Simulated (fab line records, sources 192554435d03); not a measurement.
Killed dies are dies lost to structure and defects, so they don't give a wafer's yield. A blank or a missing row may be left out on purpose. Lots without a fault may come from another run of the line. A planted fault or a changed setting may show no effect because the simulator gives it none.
fab line records | flow n5_finfet
record lots=7 wafers=21
route steps=1938 shown SDB@369 MOL_CONTACT_COAG@532 BEOL_M0_CUTY@705 BEOL_M0@715 BEOL_M1@780 BEOL_M2@867
start_h: hours from the record's first day to the start of the lot's first wafer shown | wait_h: hours since the lot's step before | " the same as in the row above | L1.1+2: a row that stands for several wafers | - no value, or no start given | * or withheld: withheld | < > ~ a bound
route shown NAME@n: a module of which the file shows steps, and the number in the route of the first | usual: mean/standard deviation of fault-free wafers | same: alike in all rows | chamber/n: place in a boat | sites: the reading at each site | _std_site: their standard deviation | _edge_site: outer sites' mean less inner sites' | radius_mm: how far each site lies from the wafer's centre | mask NAME#n: copy n | behind: the tool/chamber that last shaped the wafer | hold: why the lot was held/for how many hours/how that ended | device: the transistor (n, p or np) that didn't switch | end of line: the same wafers' tests at the end of the route | a step without rows: its recipe alone | killed: dies lost to structure and defects at the first sort, not the wafer's yield | map: a wafer's dies, x killed, . not, _ none there
set.NAME: the setting as run; set.NAME@STEP: as run at that earlier step | model.NAME: the simulator's own value behind a step, which no gauge read
lots whose settings were changed on purpose; a table a step, a row a wafer
## steps
# step N5_SDB_CUT_ETCH_26
# recipe chemistry=HBr/Cl2/O2 target=Si target_depth_a=1296 bt_time_s=20 mask_material=SiNx time_s=51.8 ion_energy_ev=* bias_w=* pressure_mtorr=10 icp_w=800 HBr_flow_sccm=150 Cl2_flow_sccm=80 O2_flow_sccm=12
# columns lot.wafer tool chamber start_h wait_h set.bias_w model.etch.depth_nm model.SDB.feature_depth_nm model.SiNx_of_SDB_HM_DEP_00.thk_nm
L075.4 rie_si-05 0 78.45 0.0 * 128.4 128.4 22.2
L075.5 " 2 " " * 130.4 130.4 20.8
L075.6 " 1 " " * 131.1 131 21
L080.2 rie_si-05 3 105.82 0.1 * 124.7 124.8 23.8
L080.4 " 1 " " * 128.5 128.4 22.6
L080.6 " 3 " " * 124.9 124.8 24
L087.1 rie_si-02 1 142.57 0.1 * 129.8 129.8 22.8
L087.2 " 3 " " * 132.6 132.6 20.6
L087.5 " 3 " " * 128.2 128.2 23.2
L091.1 rie_si-01 1 171.15 0.1 * 125.9 126 24
L091.3 " 3 " " * 130.4 130.4 21.2
L091.5 " 1 " " * 126.1 126 24.2
L092.2 rie_si-02 1 176.85 0.1 * 129.6 129.6 22
L092.3 " 0 " " * 128.1 128 22
L092.4 " 2 " " * 125.5 125.4 24.6
L095.1 rie_si-01 1 195.06 0.1 * 130.8 130.8 22
L095.4 " 0 " " * 128.8 128.8 23.4
L095.6 " 3 " " * 128.5 128.6 23.6
L096.1 rie_si-05 2 201.56 0.1 * 124.2 124.2 24.4
L096.2 " 1 " " * 123.1 123.2 24.8
L096.5 " 1 " " * 123.8 123.8 24.8
# step N5_SDB_PRECLEAN_38
# recipe chemistry=dHF time_s=10 dilution=750:1 temp_c=25
# columns lot.wafer tool chamber start_h wait_h set.bias_w@SDB_CUT_ETCH_26 model.SiNx_of_SDB_HM_DEP_00.thk_nm
L075.4 wet_bench-03 0 78.57 0.1 * 22
L075.5+6 " 5,6 " " * 20.8
L080.2 wet_bench-01 0 105.94 0.1 * 23.8
L080.4 " 3 " " * 22.6
L080.6 " 2 " " * 24
L087.1 wet_bench-03 7 142.69 0.1 * 22.6
L087.2 " 3 " " * 20.6
L087.5 " 0 " " * 23.2
L091.1 wet_bench-01 5 171.27 0.1 * 23.8
L091.3 " 1 " " * 21.2
L091.5 " 2 " " * 24
L092.2+3 wet_bench-03 6,1 176.96 0.1 * 22
L092.4 " 2 " " * 24.4
L095.1 wet_bench-01 2 195.18 0.1 * 21.8
L095.4 " 1 " " * 23.4
L095.6 " 3 " " * 23.6
L096.1 wet_bench-01 7 201.68 0.1 * 24.4
L096.2+5 " 3,0 " " * 24.8
# step N5_MOL_CONTACT_COAG_ETCH_106
# recipe chemistry=N2/H2 target=SOC target_depth_a=800 overetch_a=160 mask_material=SiARC temp_c=40 time_s=120 ion_energy_ev=200 pressure_mtorr=30 source_w=840 bias_w=150 n2_flow_sccm=200 h2_flow_sccm=200
# usual rf_vpp_V=524.5/2.6
# columns lot.wafer tool chamber start_h wait_h set.source_w rf_vpp_V model.SiARC_of_MOL_CONTACT_COAG_COAT_104.thk_nm
L075.4 rie_diel-06 1 100.22 0.0 840 521.5 6.4
L075.5 " 3 " " 840 525.5 6.2
L075.6 " 0 " " 840 523.4 6.4
L080.2 rie_diel-01 2 126.86 0.0 990 498.7 5.8
L080.4 " 3 " " 990 495.3 5.8
L080.6 " 0 " " 840 522.3 6.2
L087.1 rie_diel-01 1 163.17 0.0 840 525.2 6.2
L087.2 " 0 " " 840 521.4 6.2
L087.5 " 0 " " 701.6 553.9 6.8
L091.1 rie_diel-03 3 194.09 0.0 840 520.7 6.4
L091.3 " 1 " " 840 528.3 6.4
L091.5 " 2 " " 884.6 518.7 6.2
L092.2 rie_diel-03 2 199.76 0.0 840 527.9 6.4
L092.3 " 1 " " 840 528.6 6.6
L092.4 " 0 " " 840 524.2 6.4
L095.1 rie_diel-01 1 216.60 0.0 840 524.1 6.2
L095.4 " 0 " " 840 522.9 6.2
L095.6 " 0 " " 840 520.4 6.2
L096.1 rie_diel-01 2 222.09 0.0 840 526.6 6.2
L096.2 " 0 " " 978.3 495.2 5.8
L096.5 " 2 " " 978.3 499.5 5.8
# step N5_MOL_CONTACT_COAG_ETCH_110
# recipe chemistry=CF4/O2 target=Si target_depth_a=25 time_s=8 pressure_mtorr=100 source_w=200 bias_w=12 ion_energy_ev=60 Ar_flow_sccm=100 cf4_flow_sccm=100 O2_flow_sccm=10
# usual rf_vpp_V=128.0/1.2
# columns lot.wafer tool chamber start_h wait_h set.bias_w rf_vpp_V model.etch.depth_nm
L075.4 rie_diel-06 1 100.42 0.0 10.25 110.8 2.362
L075.5 " 3 " " 12 127.8 2.556
L075.6 " 0 " " 12 128.0 2.499
L080.2 rie_diel-01 2 127.06 0.0 9.855 108.9 2.281
L080.4 " 3 " " 12 127.8 2.461
L080.6 " 0 " " 12 128.9 2.488
L087.1 rie_diel-01 1 163.37 0.0 12 129.3 2.552
L087.2 " 0 " " 12 128.4 2.53
L087.5 " 0 " " 12 129.2 2.507
L091.1 rie_diel-03 3 194.29 0.0 11.23 118.9 2.353
L091.3 " 1 " " 12 127.3 2.468
L091.5 " 2 " " 11.23 120.8 2.411
L092.2 rie_diel-03 2 199.95 0.0 12 127.8 2.452
L092.3 " 1 " " 10.65 114.8 2.331
L092.4 " 0 " " 10.65 118.6 2.322
L095.1 rie_diel-01 1 216.79 0.0 12 127.2 2.531
L095.4 " 0 " " 12 128.7 2.493
L095.6 " 0 " " 12 128.2 2.502
L096.1 rie_diel-01 2 222.29 0.0 12 129.5 2.476
L096.2 " 0 " " 12 127.8 2.472
L096.5 " 2 " " 12 130.3 2.469
# step N5_MOL_CONTACT_COAG_ALD_27
# recipe material=SiOC target_thk_a=170 temp_c=400 ald_precursor_family=carbosiloxane ald_co_reactant=H2-plasma pulse_time_s=1.5 time_s=2720 purge_time_s=2 co_reactant_purge_time_s=2 ald_cycles=340 pressure_torr=2
# columns lot.wafer tool chamber start_h wait_h set.ald_cycles model.SiOC_of_MOL_CONTACT_COAG_ALD_27.thk_nm
L075.4 ald_sin-02 3 109.27 0.5 340 16.8
L075.5 " 2 " " 340 17
L075.6 " 3 " " 319 16
L080.2+6 ald_sin-01 2,1 132.94 0.0 294 14.6
L080.4 " 3 " " 340 17
L087.1 ald_sin-02 3 170.54 0.1 313 15.6
L087.2+5 " 1,3 " " 340 17
L091.1 ald_sin-03 3 198.87 0.3 313 15.8
L091.3 " 1 " " 340 17
L091.5 " 2 " " 313 15.6
L092.2+3 ald_sin-02 0,2 206.71 0.3 284 14.2
L092.4 " 3 " " 340 17
L095.1+4+6 ald_sin-01 1,0,2 222.77 0.1 340 17
L096.1+2 ald_sin-02 3,1 228.38 0.0 340 16.8
L096.5 " 3 " " 361 17.8
# step N5_BEOL_M0_CUTY_EXPOSE_54
# recipe mask_id=M0_ABLK na=1.35 source_shape=conventional sigma_outer=0.8 polarization=unpolarized dose_mj=36
# columns lot.wafer tool chamber start_h wait_h mask set.dose_mj
L075.4+6 arfi_scanner-03 0 126.19 - M0_ABLK#0 36
L075.5 " 0 " " M0_ABLK#0 37.8
L080.2 arfi_scanner-02 0 151.58 - M0_ABLK#0 37.68
L080.4+6 " 0 " " M0_ABLK#0 36
L087.1+2+5 arfi_scanner-01 0 190.34 - M0_ABLK#0 36
L091.1 arfi_scanner-02 0 217.21 - M0_ABLK#0 36
L091.3+5 " 0 " " M0_ABLK#0 38.57
L092.2 arfi_scanner-03 0 225.19 - M0_ABLK#0 34.11
L092.3+4 " 0 " " M0_ABLK#0 36
L095.1+4+6 arfi_scanner-01 0 240.38 - M0_ABLK#0 36
L096.1+2+5 arfi_scanner-03 0 244.95 - M0_ABLK#0 37.06
# step N5_BEOL_M0_CUTY_PEB_55
# recipe peb_temp_c=110 peb_time_s=60 resist=CAR-ArF-block
# step N5_BEOL_M0_CUTY_DEVELOP_56
# recipe develop_time_s=30 developer=TMAH resist=CAR-ArF-block rinse_liquid=diw dry=air_spin dev_temp_c=23
# step N5_BEOL_M0_CUTY_CD_MEAS_57
# recipe target_cd_nm=200 landing_energy_ev=500 detector=se_inlens polarity=line
# usual cd_nm=199.6/0.95
# columns lot.wafer tool chamber start_h wait_h set.dose_mj@BEOL_M0_CUTY_EXPOSE_54 cd_nm
L075.4 cd_sem-02 0 126.30 - 36 199.8
L075.5 " 0 " " 37.8 197.2
L075.6 " 0 " " 36 199.8
L080.2 cd_sem-02 0 151.70 - 37.68 196.7
L080.4 " 0 " " 36 199.9
L080.6 " 0 " " 36 199.6
L087.1 cd_sem-01 0 190.47 - 36 198.5
L087.2 " 0 " " 36 197.6
L087.5 " 0 " " 36 197.9
L091.1 cd_sem-02 0 217.33 - 36 200.8
L091.3 " 0 " " 38.57 196.1
L091.5 " 0 " " 38.57 195.1
L092.2 cd_sem-01 0 225.31 - 34.11 203.3
L092.3 " 0 " " 36 199.0
L092.4 " 0 " " 36 199.3
L095.1 cd_sem-02 0 240.50 - 36 200.6
L095.4 " 0 " " 36 200.5
L095.6 " 0 " " 36 200.4
L096.1 cd_sem-02 0 245.08 - 37.06 197.3
L096.2 " 0 " " 37.06 196.7
L096.5 " 0 " " 37.06 196.9
# step N5_BEOL_M0_CUTY_DESCUM_61
# recipe chemistry=O2 time_s=7.9 source_power_w=50 bias_power_w=20 pressure_mtorr=20 rf_frequency_hz=2.712e+07 temp_c=40 resist=CAR-ArF-block o2_flow_sccm=225
# step N5_BEOL_M0_CUTY_ETCH_62
# recipe chemistry=CF4 target=SiARC mask_material=CAR-ArF-block time_s=58.5 ion_energy_ev=80 pressure_mtorr=40 source_w=545 bias_w=36 Ar_flow_sccm=100 cf4_flow_sccm=100 ends=cleared
# columns lot.wafer tool chamber start_h wait_h set.dose_mj@BEOL_M0_CUTY_EXPOSE_54 model.BEOL_M0_CUTY.cd_offset_nm
L075.4+6 rie_diel-06 1,2 126.51 0.0 36 0
L075.5 " 1 " " 37.8 -2.8
L080.2 rie_diel-06 3 151.97 0.0 37.68 -3
L080.4 " 0 " " 36 -0.2
L080.6 " 3 " " 36 -0.8
L087.1 rie_diel-03 2 190.59 0.0 36 -1.2
L087.2 " 1 " " 36 -2.2
L087.5 " 3 " " 36 -2
L091.1 rie_diel-06 3 217.50 0.0 36 0.8
L091.3 " 1 " " 38.57 -3.6
L091.5 " 0 " " 38.57 -4.6
L092.2 rie_diel-03 1 225.77 0.0 34.11 3.2
L092.3 " 2 " " 36 -0.8
L092.4 " 3 " " 36 -0.6
L095.1 rie_diel-01 0 240.62 0.0 36 0.6
L095.4+6 " 1,2 " " 36 0.8
L096.1 rie_diel-06 0 245.20 0.0 37.06 -2.8
L096.2 " 1 " " 37.06 -3.2
L096.5 " 2 " " 37.06 -2.6
# step N5_BEOL_M0_CUTY_ETCH_63
# recipe chemistry=N2/H2 target=SOC target_depth_a=827 overetch_a=165 mask_material=SiARC temp_c=40 ion_energy_ev=200 time_s=124 pressure_mtorr=30 source_w=840 bias_w=150 n2_flow_sccm=200 h2_flow_sccm=200
# columns lot.wafer tool chamber start_h wait_h set.dose_mj@BEOL_M0_CUTY_EXPOSE_54 model.BEOL_M0_CUTY.cd_offset_nm
L075.4 rie_diel-06 1 126.56 0.0 36 -0.2
L075.5 " 1 " " 37.8 -2.8
L075.6 " 2 " " 36 0.2
L080.2 rie_diel-06 3 152.01 0.0 37.68 -3
L080.4 " 0 " " 36 0
L080.6 " 3 " " 36 -0.6
L087.1 rie_diel-03 2 190.64 0.0 36 -1
L087.2 " 1 " " 36 -2
L087.5 " 3 " " 36 -1.8
L091.1 rie_diel-06 3 217.54 0.0 36 0.6
L091.3 " 1 " " 38.57 -3.8
L091.5 " 0 " " 38.57 -4.6
L092.2 rie_diel-03 1 225.81 0.0 34.11 3.2
L092.3 " 2 " " 36 -0.6
L092.4 " 3 " " 36 -0.4
L095.1+4 rie_diel-01 0,1 240.67 0.0 36 0.8
L095.6 " 2 " " 36 0.6
L096.1 rie_diel-06 0 245.25 0.0 37.06 -3
L096.2 " 1 " " 37.06 -3.4
L096.5 " 2 " " 37.06 -2.8
# step N5_BEOL_M0_ETCH_138
# recipe chemistry=CH3F/O2 target_depth_a=120 target=SiCN time_s=31.6 ion_energy_ev=120 pressure_mtorr=30 source_w=395 bias_w=75 Ar_flow_sccm=150 CH3F_flow_sccm=30 O2_flow_sccm=20 ends=cleared
# usual rf_vpp_V=297.6/1.5
# columns lot.wafer tool chamber start_h wait_h set.source_w rf_vpp_V
L075.4 rie_diel-06 1 126.68 0.0 450.9 283.2
L075.5 " 1 " " 450.9 283.8
L075.6 " 2 " " 450.9 285.3
L080.2 rie_diel-06 3 152.14 0.0 395 297.5
L080.4 " 0 " " 395 296.7
L080.6 " 3 " " 335.8 314.3
L087.1 rie_diel-03 2 190.76 0.0 427.4 290.9
L087.2 " 1 " " 395 300.3
L087.5 " 3 " " 427.4 287.3
L091.1 rie_diel-06 3 217.67 0.0 395 296.8
L091.3 " 1 " " 447.8 283.3
L091.5 " 0 " " 395 297.3
L092.2 rie_diel-03 1 225.94 0.0 371.7 304.7
L092.3 " 2 " " 395 300.0
L092.4 " 3 " " 395 294.9
L095.1 rie_diel-01 0 240.79 0.0 395 295.7
L095.4 " 1 " " 395 296.0
L095.6 " 2 " " 395 299.5
L096.1 rie_diel-06 0 245.37 0.0 395 297.0
L096.2 " 1 " " 370.3 302.4
L096.5 " 2 " " 395 298.3
# step N5_BEOL_M1_COAT_22
# recipe resist=CAR-EUV spin_rpm=1500 resist_thk_nm=30
# columns lot.wafer tool chamber start_h wait_h set.spin_rpm model.CAR-EUV_of_BEOL_M1_COAT_22.thk_nm
L075.4+5+6 litho_track-05 0 - - 1500 30
L080.2+4+6 litho_track-03 0 - - 1500 30.2
L087.1+5 litho_track-04 0 - - 1500 30
L087.2 " 0 " " 1592 29.2
L091.1 litho_track-05 0 - - 1500 30
L091.3+5 " 0 " " 1332 31.8
L092.2+4 litho_track-04 0 - - 1572 29.4
L092.3 " 0 " " 1572 29.2
L095.1 litho_track-03 0 - - 1500 30
L095.4+6 " 0 " " 1500 30.2
L096.1+5 litho_track-04 0 - - 1384 31.2
L096.2 " 0 " " 1500 29.8
# step N5_BEOL_M1_EBR_24
# recipe solvent=PGMEA ebr_width_mm=1.5
# step N5_BEOL_M1_SOFTBAKE_23
# recipe temp_c=110 time_s=60 resist=CAR-EUV
# step N5_BEOL_M1_DESCUM_33
# recipe chemistry=O2 time_s=7 source_power_w=50 bias_power_w=20 pressure_mtorr=20 rf_frequency_hz=2.712e+07 temp_c=40 resist=CAR-EUV o2_flow_sccm=225
# columns lot.wafer tool chamber start_h wait_h set.spin_rpm@BEOL_M1_COAT_22 model.CAR-EUV_of_BEOL_M1_COAT_22.thk_nm
L075.4+5+6 rie_diel-05 3,3,2 138.12 0.7 1500 26
L080.2+4+6 rie_diel-05 0,3,0 164.14 0.0 1500 26.2
L087.1+5 rie_diel-04 1,0 196.55 0.0 1500 26
L087.2 " 2 " " 1592 25.2
L091.1 rie_diel-02 3 224.58 0.3 1500 26.2
L091.3+5 " 0,2 " " 1332 28
L092.2+3+4 rie_diel-02 3,0,2 232.13 0.0 1572 25.4
L095.1+4+6 rie_diel-05 3,0,3 249.12 0.0 1500 26.2
L096.1+5 rie_diel-02 1,3 257.78 0.0 1384 27.2
L096.2 " 0 " " 1500 26
# step N5_BEOL_M1_TRENCH_ETCH_37
# recipe chemistry=C4F6/O2 target_depth_a=552.07 target=SiOC time_s=29 ion_energy_ev=250 pressure_mtorr=30 source_w=355 bias_w=185 Ar_flow_sccm=300 C4F6_flow_sccm=10 O2_flow_sccm=10
# usual rf_vpp_V=668/7.5
# columns lot.wafer tool chamber start_h wait_h set.bias_w rf_vpp_V model.BEOL_M1.feature_depth_nm model.etch.depth_nm
L075.4 rie_diel-05 0 - - 153.8 580 52 51.93
L075.5 " 2 " " 153.8 568 51.4 51.45
L075.6 " 1 " " 185 675 56 55.93
L080.2 rie_diel-02 2 - - 185 675 55 54.98
L080.4 " 0 " " 164 602 53 53.01
L080.6 " 1 " " 185 673 55.8 55.76
L087.1 rie_diel-04 2 - - 185 673 55 54.96
L087.2 " 0 " " 185 666 54.2 54.3
L087.5 " 0 " " 171.5 626 53.4 53.47
L091.1 rie_diel-02 2 - - 195 704 56 56.08
L091.3 " 1 " " 185 671 55.4 55.42
L091.5 " 2 " " 185 676 54.6 54.68
L092.2 rie_diel-05 2 - - 185 660 56.4 56.37
L092.3 " 1 " " 185 674 56.4 56.49
L092.4 " 3 " " 185 674 54.2 54.22
L095.1 rie_diel-04 1 - - 185 652 55.2 55.3
L095.4 " 2 " " 185 673 55.4 55.34
L095.6 " 1 " " 185 651 55.6 55.53
L096.1 rie_diel-02 3 - - 185 660 55 55.01
L096.2 " 0 " " 202.9 715 56 56
L096.5 " 1 " " 202.9 723 57.4 57.39
# step N5_BEOL_M1_ALD_84
# recipe material=TaN target_thk_a=* temp_c=275 ald_precursor_family=PDMAT ald_co_reactant=NH3 pressure_torr=3 carrier_flow_sccm=1500 pulse_time_s=2 purge_time_s=3 co_reactant_purge_time_s=2 co_reactant_pulse_time_s=3 ald_cycles=30 precursor_vessel_temp_c=75 precursor_vessel_pressure_torr=26.25 precursor_vessel_carrier_sccm=1000
# columns lot.wafer tool chamber start_h wait_h set.ald_cycles model.TaN_of_BEOL_M1_ALD_84.thk_nm
L075.4+5 ald_metal-03 1 145.77 0.1 30 *
L075.6 " 0 " " 32 *
L080.2 ald_metal-03 3 173.40 0.0 30 *
L080.4+6 " 0,3 " " 28 *
L087.1+2 ald_metal-01 1,0 208.48 0.0 35 *
L087.5 " 3 " " 30 *
L091.1+3 ald_metal-02 0,3 234.61 0.0 28 *
L091.5 " 2 " " 30 *
L092.2+3 ald_metal-01 0,2 250.91 0.0 30 *
L092.4 " 1 " " 26 *
L095.1+6 ald_metal-01 1 257.18 0.1 30 *
L095.4 " 0 " " 30 *
L096.1+5 ald_metal-01 1 260.52 0.0 35 *
L096.2 " 2 " " 30 *
# step N5_BEOL_M2_COAT_67
# recipe resist=SOC temp_c=250 time_s=60 spin_rpm=1500 resist_thk_nm=60
# columns lot.wafer tool chamber start_h wait_h set.spin_rpm model.SOC_of_BEOL_M2_COAT_67.thk_nm
L075.4 litho_track-02 0 150.65 0.0 1500 59.8
L075.5 " 0 " " 1441 61.4
L075.6 " 0 " " 1441 61.2
L080.2+4 litho_track-02 0 180.93 0.0 1500 60
L080.6 " 0 " " 1500 59.8
L087.1 litho_track-02 0 215.70 0.0 1500 60.2
L087.2 " 0 " " 1500 60
L087.5 " 0 " " 1371 62.8
L091.1 litho_track-04 0 240.24 0.0 1500 60.2
L091.3+5 " 0 " " 1574 59
L092.2 litho_track-01 0 257.58 0.0 1500 59.8
L092.3+4 " 0 " " 1500 60
L095.1+6 litho_track-02 0 265.80 0.0 1500 60.2
L095.4 " 0 " " 1500 60
L096.1 litho_track-04 0 266.99 0.0 1500 59.8
L096.2 " 0 " " 1500 60
L096.5 " 0 " " 1376 62.6
## key
split step=N5_SDB_CUT_ETCH_26 setting=bias_w stated=* by=wafer
response step=N5_SDB_CUT_ETCH_26 reading=model.etch.depth_nm change=+0.25 per=1% r=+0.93
response step=N5_SDB_CUT_ETCH_26 reading=model.SDB.feature_depth_nm change=+0.249 per=1% r=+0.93
response step=N5_SDB_CUT_ETCH_26 reading=model.SiNx_of_SDB_HM_DEP_00.thk_nm change=-0.152 per=1% r=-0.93
response step=N5_SDB_PRECLEAN_38 reading=model.SiNx_of_SDB_HM_DEP_00.thk_nm change=-0.144 per=1% r=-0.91
split step=N5_MOL_CONTACT_COAG_ETCH_106 setting=source_w stated=840 by=wafer
response step=N5_MOL_CONTACT_COAG_ETCH_106 reading=rf_vpp_V change=-1.65 per=1% r=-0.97
response step=N5_MOL_CONTACT_COAG_ETCH_106 reading=model.SiARC_of_MOL_CONTACT_COAG_COAT_104.thk_nm change=-0.0277 per=1% r=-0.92
split step=N5_MOL_CONTACT_COAG_ETCH_110 setting=bias_w stated=12 by=wafer
response step=N5_MOL_CONTACT_COAG_ETCH_110 reading=rf_vpp_V change=+1.1 per=1% r=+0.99
response step=N5_MOL_CONTACT_COAG_ETCH_110 reading=model.etch.depth_nm change=+0.0112 per=1% r=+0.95
split step=N5_MOL_CONTACT_COAG_ALD_27 setting=ald_cycles stated=340 by=wafer
response step=N5_MOL_CONTACT_COAG_ALD_27 reading=model.SiOC_of_MOL_CONTACT_COAG_ALD_27.thk_nm change=+0.17 per=1% r=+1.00
split step=N5_BEOL_M0_CUTY_EXPOSE_54 setting=dose_mj stated=36 by=wafer
response step=N5_BEOL_M0_CUTY_CD_MEAS_57 reading=cd_nm change=-0.692 per=1% r=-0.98
response step=N5_BEOL_M0_CUTY_ETCH_62 reading=model.BEOL_M0_CUTY.cd_offset_nm change=-0.647 per=1% r=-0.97
response step=N5_BEOL_M0_CUTY_ETCH_63 reading=model.BEOL_M0_CUTY.cd_offset_nm change=-0.641 per=1% r=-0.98
split step=N5_BEOL_M0_ETCH_138 setting=source_w stated=395 by=wafer
response step=N5_BEOL_M0_ETCH_138 reading=rf_vpp_V change=-1.11 per=1% r=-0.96
split step=N5_BEOL_M1_COAT_22 setting=spin_rpm stated=1500 by=wafer
response step=N5_BEOL_M1_COAT_22 reading=model.CAR-EUV_of_BEOL_M1_COAT_22.thk_nm change=-0.161 per=1% r=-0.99
response step=N5_BEOL_M1_DESCUM_33 reading=model.CAR-EUV_of_BEOL_M1_COAT_22.thk_nm change=-0.154 per=1% r=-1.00
split step=N5_BEOL_M1_TRENCH_ETCH_37 setting=bias_w stated=185 by=wafer
response step=N5_BEOL_M1_TRENCH_ETCH_37 reading=rf_vpp_V change=+6.07 per=1% r=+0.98
response step=N5_BEOL_M1_TRENCH_ETCH_37 reading=model.BEOL_M1.feature_depth_nm change=+0.221 per=1% r=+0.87
response step=N5_BEOL_M1_TRENCH_ETCH_37 reading=model.etch.depth_nm change=+0.219 per=1% r=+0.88
split step=N5_BEOL_M1_ALD_84 setting=ald_cycles stated=30 by=wafer
response step=N5_BEOL_M1_ALD_84 reading=model.TaN_of_BEOL_M1_ALD_84.thk_nm change=* per=1% r=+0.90
split step=N5_BEOL_M2_COAT_67 setting=spin_rpm stated=1500 by=wafer
response step=N5_BEOL_M2_COAT_67 reading=model.SOC_of_BEOL_M2_COAT_67.thk_nm change=-0.315 per=1% r=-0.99
